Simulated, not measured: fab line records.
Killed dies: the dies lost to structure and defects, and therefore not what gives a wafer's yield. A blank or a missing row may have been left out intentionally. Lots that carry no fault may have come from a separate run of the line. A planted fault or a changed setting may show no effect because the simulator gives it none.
Chamber matching + flow nandHarc + 4 sister chambers for NHARC_A_STAIRCASE_TRIM_20 on rieDiel-04
The step chemistry O2, time 211.2 s. 14 wafers are shown with their chamber, then 7 later ones without.

## WAFERS, EACH WITH ITS CHAMBER
| wafer  | chamber | showerheadPlenumPTorr (Torr) | oesProductAu (a.u.) | throttleValvePct (%) |
|--------|---------|------------------------------|---------------------|----------------------|
| L075.1 | 2       | 3.30                         | 0.982               | 17.034               |
| L075.2 | 0       | 3.74                         | 1.028               | 17.040               |
| L075.5 | 3       | 3.37                         | 0.982               | 17.034               |
| L076.2 | 2       | 3.30                         | 1.006               | 17.034               |
| L076.3 | 3       | 3.37                         | 1.005               | 17.024               |
| L076.5 | 2       | 3.30                         | 1.007               | 17.036               |
| L083.1 | 2       | 3.30                         | 0.979               | 17.039               |
| L083.3 | 3       | 3.36                         | 0.996               | 17.030               |
| L083.4 | 0       | 3.73                         | 1.022               | 17.038               |
| L084.3 | 2       | 3.29                         | 0.982               | 17.016               |
| L084.5 | 0       | 3.72                         | 1.020               | 17.042               |
| L084.6 | 3       | 3.36                         | 0.991               | 17.021               |
| L086.1 | 1       | 3.48                         | 0.999               | 17.050               |
| L086.5 | 2       | 3.29                         | 0.995               | 17.053               |

SIGNATURES, as means of the wafers listed above
| reading               | chamber 0 | chamber 1 | chamber 2 | chamber 3 | scatter within a chamber |
|-----------------------|-----------|-----------|-----------|-----------|--------------------------|
| showerheadPlenumPTorr | 3.7300    | 3.4800    | 3.2967    | 3.3650    | 0.00658                  |
| oesProductAu          | 1.02333   | 0.99900   | 0.99183   | 0.99350   | 0.0105                   |
| throttleValvePct      | 17.04000  | 17.05000  | 17.03533  | 17.02725  | 0.00902                  |
Rule: for a wafer and a chamber, the distance is found by dividing, reading by reading, the gap between the wafer's reading and the chamber's mean by the reading's scatter, squaring, summing and taking the root. If the next closest chamber is less than 2 further off than the closest, the wafer can't be placed; otherwise it belongs to the closest. The scatter: take each reading less its chamber's mean, square it, sum over the shown wafers, divide by the number of wafers less the number of chambers, and take the root.

## WAFERS MISSING THEIR CHAMBER
| wafer  | showerheadPlenumPTorr (Torr) | oesProductAu (a.u.) | throttleValvePct (%) |
|--------|------------------------------|---------------------|----------------------|
| L086.6 | 3.36                         | 0.999               | 17.038               |
| L088.4 | 3.29                         | 0.994               | 17.029               |
| L088.5 | 3.72                         | 1.015               | 17.052               |
| L088.6 | 3.35                         | 1.004               | 17.045               |
| L095.2 | 3.46                         | 0.986               | 17.030               |
| L095.3 | 3.34                         | 1.018               | 17.028               |
| L095.5 | 3.81                         | 0.977               | 17.022               |

## THE CHAMBER EACH PASSED THROUGH
| wafer  | from the rows above | in truth                   |
|--------|---------------------|----------------------------|
| L086.6 | 3                   | 3                          |
| L088.4 | 2                   | 2                          |
| L088.5 | 0                   | 0                          |
| L088.6 | 3                   | 3                          |
| L095.2 | 1                   | 1                          |
| L095.3 | 3                   | 3                          |
| L095.5 | 0                   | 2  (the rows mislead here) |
6 of 7 placed correctly. From these rows, 0 cannot be placed. 1 placed wrongly.
